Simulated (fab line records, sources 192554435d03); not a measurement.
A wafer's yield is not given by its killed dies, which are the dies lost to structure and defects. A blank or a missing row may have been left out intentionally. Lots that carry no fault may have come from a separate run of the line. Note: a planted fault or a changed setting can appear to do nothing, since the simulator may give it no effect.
Matching of chambers	flow n5-finfet	4 sister chambers for N5_BEOL_M9_VIA_ETCH_34 on rie-diel-04
The step etches SiCOH lowk in C4F6/O2, target depth 182.4 nm, time 68.4 s. 8 wafers are shown with their chamber, then 8 later ones without.

WAFERS PAIRED WITH THEIR CHAMBERS
wafer	chamber	rf-vpp-V (V)	showerhead-plenum-p-Torr (Torr)
L081.3	0	677	2.69
L081.5	2	640	2.79
L083.1	0	677	2.69
L083.5	1	641	2.72
L084.1	2	641	2.79
L084.2	3	644	2.72
L084.4	1	641	2.72
L094.1	3	645	2.71

WAFERS WITHOUT THEIR CHAMBER
wafer	rf-vpp-V (V)	showerhead-plenum-p-Torr (Torr)
L094.2	643	2.71
L094.6	643	2.71
L092.1	643	2.71
L092.3	642	2.78
L092.6	641	2.78
L095.1	642	2.71
L095.5	673	3.02
L095.6	641	2.71

EACH ONE'S CHAMBER
wafer	from the rows above	in truth
L094.2	can't be placed: 3 or 1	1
L094.6	can't be placed: 3 or 1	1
L092.1	can't be placed: 3 or 1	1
L092.3	2	2
L092.6	2	2
L095.1	can't be placed: 1 or 3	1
L095.5	can't be placed: 2 or 0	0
L095.6	1	1
Correctly placed: 3 of 8. From these rows, 5 cannot be placed; in 5 the true chamber is one of the candidates. Wrongly placed: 0.
How it was worked out, from the rows above alone: a wafer's distance from a chamber is the root of the sum, over the readings, of the square of ((its reading less the chamber's mean) divided by the reading's scatter). If the next closest chamber is less than 2 further off than the closest, the wafer can't be placed; otherwise it belongs to the closest. Each chamber's mean is taken over the wafers shown for it. The scatter: take each reading less its chamber's mean, square it, sum over the shown wafers, divide by the number of wafers less the number of chambers, and take the root.
